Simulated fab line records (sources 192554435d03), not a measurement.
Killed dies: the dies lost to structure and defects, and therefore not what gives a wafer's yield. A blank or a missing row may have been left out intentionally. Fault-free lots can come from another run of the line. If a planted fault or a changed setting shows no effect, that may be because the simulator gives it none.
Struck lot and sound lot, side by side | flow n5 finfet | 16 out of 1938 route steps
Sound: the wafers L425.2, L425.4, L425.5. The struck wafers were L432.2, L432.3, L432.4. At the end, the cause is stated.
Each step with rows lists, per side, the tool, then ch with its chambers, then its first start. Under that, the readings that differ: sound wafers | struck wafers | difference of the means | sigmas: that difference in standard deviations of wafers without a fault.
alike: readings whose means differ by less than 2 such deviations, and words and numbers that are the same on both sides. not compared: withheld readings, readings that some wafer has no value for, bounds like >300 that may hide the same value, and numbers for which the record gives no deviation and whose values overlap.
A row with sigmas, a row that says differs or no value, or rows on one side alone: a step with any of these is where the two part. When numbers do not overlap yet have no deviation, they are printed without sigmas and do not part them. A reading that every wafer of one side lacks parts them only if that side has two wafers or more.

N5_HKMG_FIN_INSPECT_61: inspects for defects (macro).
  sound on defect inspect-02 at day 4 08:41; struck on defect inspect-01 at day 6 04:58
  alike: raw defect count
N5_HKMG_FIN_DESCUM_53: chemistry O2, time 7.9 s.
  sound on rie diel-06 ch 2,3, day 4 08:52; struck on rie diel-06 ch 1,2,3, day 6 05:00
  alike: drypump motor current A, oes product au, rf fwd power W, rf vpp V, showerhead plenum p Torr, throttle valve pct
  not compared: rf hours counter h
then, 1 step without rows for these wafers: N5_HKMG_FIN_ETCH_54 (etches SiARC in CF4, target depth 45.5 nm, time 75.8 s).
N5_HKMG_FIN_ETCH_55: etches SOC in N2/H2, target depth 240 nm, time 300 s.
  sound on rie diel-06 ch 2,3, day 4 08:57; struck on rie diel-06 ch 1,2,3, day 6 05:05
  alike: drypump motor current A, n2 flow sccm, oes product au, rf fwd power W, rf vpp V, showerhead plenum p Torr, throttle valve pct
  not compared: rf hours counter h
then, 2 steps without rows for these wafers: N5_HKMG_FIN_STRIP_56 (strips in N2/H2); N5_HKMG_FIN_STRIP_57 (strips in CF4).
N5_HKMG_FIN_ETCH_58: etches SOC in N2/H2, target depth 215.8 nm, time 741 s.
  sound on rie diel-06 ch 2,3, day 4 09:10; struck on rie diel-06 ch 1,2,3, day 6 05:18
  alike: drypump motor current A, n2 flow sccm, oes product au, rf fwd power W, rf vpp V, showerhead plenum p Torr, throttle valve pct
  not compared: rf hours counter h
N5_HKMG_FIN_STRIP_93: strips SOC in N2/H2, time 20 s.
  sound on rie diel-06 ch 2,3, day 4 09:35; struck on rie diel-06 ch 1,2,3, day 6 05:44
  alike: drypump motor current A, n2 flow sccm, oes product au, rf fwd power W, rf vpp V, showerhead plenum p Torr, throttle valve pct
  not compared: rf hours counter h
then, 4 steps without rows for these wafers: N5_HKMG_FIN_WET_ETCH_76 (etches Al2O3 in dNH4OH, stops on La2O3, target depth 2.25 nm, rinse time 30 s); N5_HKMG_FIN_STRIP_60 (strips in N2/H2, time 360 s); N5_HKMG_FIN_WET_ETCH_77 (etches La2O3 in dHCl, stops on HfO2, target depth 2 nm); N5_HKMG_FIN_WET_ETCH_78 (etches Al2O3 in dNH4OH, stops on La2O3, target depth 4.5 nm, rinse time 30 s).
N5_HKMG_FIN_ALD_79: deposits TiN, target thk 1.5 nm, pulse time 1 s, purge time 3 s.
  sound on ald metal-01 ch 1,3, day 4 10:13; struck on ald metal-04 ch 0,1,2, day 6 06:22
  reading                                  | sound       | struck      | difference | sigmas
  ald cycles                               | 68 68 68    | 126 126 126 | +58        |
  model.TiN_of_HKMG_FIN_ALD_79.thk nm (nm) | 1.4 1.6 1.4 | 2.8 2.8 2.8 | +1.3       |
  alike: heater power outer w, heater power w, precursor pulse height rel
N5_HKMG_FIN_CVD_62: deposits a-Si from Si2H6, target thk 3 nm, time 20.8 s.
  sound on thermal cvd si-02 ch 1,2, day 4 10:35; struck on thermal cvd si-01 ch 0,2, day 6 06:44
  alike: heater power outer w, heater power w
-- the record jumps here: 4 days lie between the struck wafers' starts before and after (it left off in module HKMG_FIN and takes up again in module BEOL_M4, whose first step shown is number 1111 of the route) --
N5_BEOL_M4_RC_MEAS_101:
  sound on prober-02 ch 0, day 8 05:06; struck on prober-01 ch 0, day 10 08:20
  alike: DIBL_N, DIBL_P, IOFF_N, IOFF_P, ION_N, ION_P, SS_N, SS_P, VT_N, VT_P
after that, 1 step had no rows for these wafers: N5_PASSIVATION_PROBE_49.

## WHERE THEY PART
Nowhere in this record.

WHY: whatever the simulator had introduced
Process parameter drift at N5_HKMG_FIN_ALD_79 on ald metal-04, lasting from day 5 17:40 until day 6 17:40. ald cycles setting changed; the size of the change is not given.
